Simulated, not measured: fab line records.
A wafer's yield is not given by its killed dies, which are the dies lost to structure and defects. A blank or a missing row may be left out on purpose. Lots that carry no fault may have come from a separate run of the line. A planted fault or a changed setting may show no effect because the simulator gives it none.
fab line records | flow nand-harc
[record] lots = 12 wafers = 36 last-day = 34
route steps=1302 shown A_STAIRCASE@832
lots that met no fault: taken from a fault-free run of the same line
start-h: hours from the record's first day to the start of the lot's first wafer shown | wait-h: hours since the lot's step before | " unchanged from the row above | L1.1+2: a single row standing in for several wafers | - either no value or no given start | * or withheld: withheld | < > ~ a bound
route shown NAME@n: a module of which the file shows steps, and the number in the route of the first | usual: mean/standard deviation of fault-free wafers | same: alike in all rows | chamber/n: place in a boat | sites: each site's reading | _std_site: standard deviation of those values | _edge_site: mean of outer sites minus mean of inner sites | radius-mm: for every site, how far away it sits from the centre of the wafer | mask NAME#n: copy n | behind: tool/chamber where the wafer was last shaped | hold: reason for holding the lot/hours on hold/outcome of the hold | device: names the non-switching transistor (n, p or np) | end of line: the same wafers' tests at the end of the route | a step without rows: its recipe alone | killed: the dies lost at the first sort to structure and to defects; this is not the yield of the wafer | map: shows each die of a wafer: x if killed, . if not, _ if none is there
set.NAME: the setting the step ran with; set.NAME@STEP: the setting that earlier step ran with | model.NAME: the simulator's own value behind a step, which no gauge read
the route's steps for a sample of lots (tables are steps, rows are wafers)
services: when a tool's chamber went out of use (start-h, in hours from the record's first day, below 0 if earlier), for how many hours, and the reason
[[steps]]
[step NHARC_A_STAIRCASE_HM_OPEN_463]
[recipe] o2-flow-sccm = 400 cos-flow-sccm = 20 ar-flow-sccm = 0 rf-w = 500 bias-w = 300 chemistry = O2/COS
[usual] drypump-motor-current-A = 5.6/0.53 oes-product-au = 0.997/0.0091 rf-fwd-power-W = 498.9/1.4 rf-vpp-V = 468.1/2.7 showerhead-plenum-p-Torr = 3.16/0.12 throttle-valve-pct = 28.329/0.009
// columns lot.wafer tool chamber start-h wait-h drypump-motor-current-A oes-product-au rf-fwd-power-W rf-hours-counter-h rf-vpp-V showerhead-plenum-p-Torr throttle-valve-pct
L228.2 rie-diel-09 2 - - 6.2 0.996 498.7 15 466.7 3.10 28.343
L228.6 " 0 " " 4.9 1.004 499.9 - 466.5 3.12 28.322
L228.5 " 1 " " 5.8 1.021 497.6 - 472.2 3.36 28.328
L229.4 rie-diel-13 1 - - 5.3 1.000 499.8 17 468.8 3.17 28.324
L229.3 " 3 " " 6.4 0.994 500.3 17 463.8 2.97 28.340
L229.6 " 2 " " 5.1 1.001 499.9 - 469.8 3.23 28.324
L230.3 rie-diel-13 0 - - 5.1 0.988 498.8 20 470.2 3.31 28.337
L230.4 " 1 " " 5.4 1.000 498.3 20 468.5 3.17 28.320
L230.6 " 1 " " 5.4 0.999 497.8 - 466.9 3.17 28.354
L233.2 rie-diel-06 0 - - 5.8 0.984 500.5 33 466.6 3.13 28.329
L233.6 " 2 " " 5.2 0.993 497.4 - 471.8 3.33 28.330
L233.5 " 0 " " 5.8 0.997 496.5 - 467.9 3.13 28.321
L235.2 rie-diel-06 0 - - 5.8 1.015 499.4 41 467.4 3.13 28.315
L235.3 " 1 " " 6.0 0.997 495.7 42 467.7 3.18 28.347
L235.5 " 3 " " 6.4 1.014 496.7 - 466.1 3.06 28.329
L237.1 rie-diel-13 1 - - 5.3 0.992 500.1 47 467.1 3.16 28.332
L237.6 " 0 " " 5.0 0.993 501.3 - 470.9 3.29 28.321
L237.5 " 1 " " 5.3 0.981 500.2 - 468.4 3.16 28.322
L238.3 rie-diel-09 0 - - 4.9 1.015 499.8 46 467.3 3.11 28.333
L238.1 " 3 " " 6.0 1.000 497.5 59 462.1 2.88 28.329
L238.5 " 1 " " 5.8 1.003 496.6 - 472.7 3.35 28.321
L242.1 rie-diel-13 0 - - 5.1 0.996 500.9 3 470.3 3.28 28.332
L242.2 " 2 " " 5.1 0.986 498.2 4 469.0 3.20 28.317
L242.5 " 0 " " 5.1 0.990 499.9 - 471.6 3.28 28.324
L246.1 rie-diel-06 2 - - 5.2 0.999 497.4 22 472.4 3.31 28.318
L246.2 " 3 " " 6.5 0.997 499.1 27 464.7 3.04 28.325
L246.6 " 2 " " 5.2 1.005 498.9 - 470.2 3.31 28.344
L248.4 rie-diel-13 1 - - 5.4 0.982 497.7 17 468.7 3.14 28.344
L248.5 " 1 " " 5.4 0.996 499.5 - 466.8 3.14 28.339
L248.6 " 2 " " 5.1 0.991 499.5 - 468.6 3.20 28.320
L249.2 rie-diel-06 0 - - 5.8 1.015 499.9 41 467.2 3.11 28.333
L249.3 " 1 " " 6.0 1.000 500.7 38 467.4 3.16 28.328
L249.6 " 3 " " 6.4 1.008 497.5 - 466.9 3.03 28.317
L250.3 rie-diel-13 3 - - 6.4 0.991 497.0 32 462.8 2.94 28.327
L250.4 " 0 " " 5.0 1.000 501.5 33 469.8 3.27 28.347
L250.5 " 3 " " 6.4 0.986 499.4 - 463.9 2.94 28.334
[step NHARC_A_STAIRCASE_DEP_325]
[recipe] target-thk-a = 72000 temp-c = 400 target-thk-nm = 7200 teos-flow-sccm = 200 rf-w = 500 material = SiO2
[usual] heater-power-w = 591/69 rf-fwd-power-W = 499.8/1.4
// columns lot.wafer tool chamber start-h wait-h heater-power-w rf-fwd-power-W
L228.2 pecvd-01 1 418.64 0.3 580 499.2
L228.6 " 2 " " 512 502.6
L228.5 " 1 " " 490 498.8
L229.3 pecvd-01 0 430.79 0.2 751 500.5
L229.6 " 0 " " 597 501.2
L229.4 " 1 " " 501 496.4
L230.3 pecvd-01 2 442.09 0.3 616 500.0
L230.4 " 0 " " 613 500.0
L230.6 " 1 " " 500 500.9
L233.2 pecvd-02 0 459.60 0.1 699 499.7
L233.5 " 0 " " 586 500.1
L233.6 " 1 " " 533 498.2
L235.2 pecvd-04 2 494.40 0.2 521 499.0
L235.3 " 0 " " 549 499.4
L235.5 " 0 " " 539 499.0
L238.3 pecvd-04 0 518.02 0.2 611 499.4
L238.1 " 1 " " 736 501.2
L238.5 " 2 " " 496 500.4
L237.1 pecvd-02 0 518.02 0.2 726 500.7
L237.6 " 2 " " 605 499.8
L237.5 " 0 " " 574 499.0
L242.1 pecvd-02 1 569.28 0.1 549 502.9
L242.2 " 2 " " 668 501.7
L242.5 " 0 " " 579 500.1
L246.2 pecvd-01 2 598.46 0.3 630 502.2
L246.1 " 0 " " 662 499.3
L246.6 " 0 " " 583 498.7
L248.5 pecvd-01 0 627.53 0.3 538 500.8
L248.6 " 1 " " 482 497.7
L248.4 " 2 " " 520 496.9
L249.3 pecvd-02 0 639.15 0.1 630 499.9
L249.2 " 2 " " 722 499.3
L249.6 " 0 " " 532 500.7
L250.3 pecvd-04 2 651.02 0.3 619 497.5
L250.4 " 0 " " 493 499.3
L250.5 " 1 " " 612 500.2
[step NHARC_A_STAIRCASE_ETCH_444]
[recipe] target-depth-a = 2.04e+05 time-s = 6800 c4f8-flow-sccm = 20 o2-flow-sccm = 10 ar-flow-sccm = withheld rf-w = 600 bias-w = 1000 chemistry = C4F8/O2
[usual] oes-product-au = 0.929/0.014 rf-fwd-power-W = 599.8/1.9 rf-vpp-V = 808/4.6
// columns lot.wafer tool chamber start-h wait-h oes-product-au rf-fwd-power-W rf-hours-counter-h rf-vpp-V
L228.2 rie-diel-13 1 429.49 1.0 0.933 600.6 26 808
L228.6 " 3 " " 0.921 600.0 - 802
L228.5 " 0 " " 0.922 603.0 - 814
L229.3 rie-diel-13 2 441.80 0.7 0.929 596.0 33 810
L229.4 " 1 443.06 1.9 0.914 597.8 - 809
L229.6 " 0 444.33 3.2 0.914 599.9 - 811
L230.4 rie-diel-06 1 450.30 0.1 0.921 603.6 37 810
L230.3 " 2 " " 0.908 596.8 37 814
L230.6 " 2 452.68 2.4 0.913 598.5 - 814
L233.2 rie-diel-13 1 470.83 1.5 0.920 598.6 43 808
L233.5 " 2 " " 0.936 599.6 - 810
L233.6 " 3 " " 0.928 597.3 - 800
L235.3 rie-diel-06 1 503.08 0.2 0.939 597.3 4 808
L235.2 " 0 504.50 1.6 0.946 599.9 4 807
L235.5 " 2 " " 0.951 600.2 - 814
L238.3 rie-diel-06 0 529.68 0.7 0.943 596.2 12 807
L238.1 " 1 " " 0.928 601.8 15 809
L238.5 " 3 " " 0.954 598.2 - 805
L237.1 rie-diel-09 1 530.77 1.5 0.953 598.9 8 815
L237.6 " 2 " " 0.949 599.5 - 806
L237.5 " 3 " " 0.962 601.7 - 817
L242.1 rie-diel-13 0 579.90 0.6 0.926 602.1 15 813
L242.2 " 1 " " 0.923 600.0 13 809
L242.5 " 3 " " 0.933 597.0 - 799
L246.1 rie-diel-06 1 608.42 0.1 0.704 357.7 41 807
L246.2 " 0 609.85 1.5 0.711 360.7 43 806
L246.6 " 1 " " 0.704 360.1 - 808
L248.4 rie-diel-06 0 640.68 1.0 0.714 357.0 48 806
L248.5 " 2 " " 0.703 360.7 - 814
L248.6 " 3 " " 0.709 358.1 - 804
L249.3 rie-diel-13 3 650.17 0.1 0.918 599.8 41 800
L249.2 " 1 " " 0.909 601.5 38 806
L249.6 " 3 " " 0.920 598.4 - 801
L250.3 rie-diel-13 1 660.20 0.1 0.910 602.9 42 806
L250.4 " 2 " " 0.914 601.0 43 809
L250.5 " 2 662.51 2.4 0.919 601.3 - 810
[step NHARC_A_STAIRCASE_CMP_472]
[recipe] material = SiO2
[usual] edge-zone-pressure-frac = 1.000/0.0053 motor-current-A = 11.5/1.1 slurry-filter-dp-kPa = 13.50/0.13
// columns lot.wafer tool chamber start-h wait-h edge-zone-pressure-frac motor-current-A slurry-filter-dp-kPa
L228.2 cmp-02 1 435.43 0.2 0.996 12.5 13.46
L228.6 " 1 " " 1.009 12.5 13.47
L228.5 " 2 " " 1.001 11.4 13.58
L229.3 cmp-03 2 448.74 0.2 1.005 12.1 13.30
L229.4 " 1 " " 0.997 12.2 13.61
L229.6 " 2 " " 1.006 11.7 13.49
L230.3 cmp-04 2 457.01 0.2 1.000 13.1 13.06
L230.4 " 3 " " 0.999 12.0 13.36
L230.6 " 3 " " 1.004 11.4 13.60
L233.2 cmp-04 1 476.16 0.3 0.996 11.0 13.54
L233.5 " 0 " " 1.003 13.6 13.51
L233.6 " 1 " " 1.005 10.5 13.35
L235.3 cmp-04 0 509.92 0.2 1.005 13.2 13.28
L235.2 " 1 " " 0.996 11.2 13.56
L235.5 " 0 " " 0.996 13.4 13.43
L238.1 cmp-04 3 535.87 0.2 1.001 11.2 13.48
L238.3 " 1 " " 0.991 11.4 13.59
L238.5 " 3 " " 1.000 11.4 13.44
L237.1 cmp-03 1 535.99 0.2 1.004 12.0 13.40
L237.6 " 1 " " 1.004 11.7 13.38
L237.5 " 2 " " 1.010 11.5 13.51
L242.1 cmp-03 0 589.00 0.2 1.003 9.8 13.32
L242.2 " 2 " " 0.999 12.0 13.60
L242.5 " 0 " " 0.999 9.3 13.44
L246.1 cmp-02 0 615.14 0.3 1.004 11.1 13.46
L246.2 " 1 " " 0.996 11.4 13.58
L246.6 " 3 " " 1.013 11.2 13.53
L248.4 cmp-04 1 646.44 0.2 0.994 10.5 13.38
L248.5 " 2 " " 0.995 12.4 13.42
L248.6 " 3 " " 1.000 11.9 13.56
L249.2 cmp-04 2 656.93 0.2 1.008 12.0 13.37
L249.3 " 3 " " 0.995 11.7 13.33
L249.6 " 1 " " 0.999 10.6 13.57
L250.3 cmp-04 0 667.25 0.3 1.000 13.5 13.37
L250.4 " 1 " " 1.001 11.4 13.72
L250.5 " 2 " " 1.008 12.4 13.55
[[services]]
// columns tool chamber start-h hours kind
pecvd-02 2 388.39 26.4 repair
pecvd-02 1 390.43 26.2 repair
cmp-04 - 405.00 4.0 pm
pecvd-02 - 408.56 13.0 pm
rie-diel-06 3 422.45 7.5 repair
rie-diel-06 - 425.03 0.3 repair
rie-diel-13 3 438.47 4.7 repair
rie-diel-06 2 442.72 2.9 repair
pecvd-01 - 451.35 1.0 repair
pecvd-01 0 474.91 17.9 repair
rie-diel-13 - 478.05 0.4 repair
rie-diel-06 - 484.85 9.0 pm
cmp-04 - 490.86 2.0 repair
pecvd-01 - 492.09 13.0 pm
cmp-04 - 503.00 4.0 pm
rie-diel-13 - 520.51 9.0 pm
rie-diel-13 1 534.71 5.6 repair
cmp-04 - 583.76 1.0 repair
pecvd-01 1 594.58 13.5 repair
cmp-04 - 601.00 4.0 pm
rie-diel-06 - 614.35 17.7 repair
cmp-04 - 634.21 2.0 repair
pecvd-01 - 660.99 2.0 repair
rie-diel-06 - 662.79 9.0 pm
[[key]]
[first-sign] step = NHARC_A_STAIRCASE_ETCH_444 reading = rf-fwd-power-W direction = down sigmas = 99+ usual = * struck = *
[effect] step = NHARC_A_STAIRCASE_ETCH_444 reading = oes-product-au direction = down sigmas = 15 usual = 0.929 struck = 0.708
met-at NHARC_A_STAIRCASE_ETCH_444
struck-lots L246,L248
tester-left-out L246,L248
not-acting-at NHARC_A_STAIRCASE_HM_OPEN_463,NHARC_A_STAIRCASE_DEP_325,NHARC_A_STAIRCASE_CMP_472
onset-between 529.68 608.42
[fault] kind = process-parameter-drift tool = rie-diel-06 chamber = - onset-h = 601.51 steps = NHARC_A_STAIRCASE_ETCH_444 channel = rf-w offset = * shape = step end-h = 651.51 acts-in = * stated = *
// tester-left-out: of these lots the tester's yield and bins aren't shown, on N5 and GAA mostly nor the transistor test; their killed dies are dies lost to structure and defects alone, not to doping, threshold or leakage, so they don't give the yield
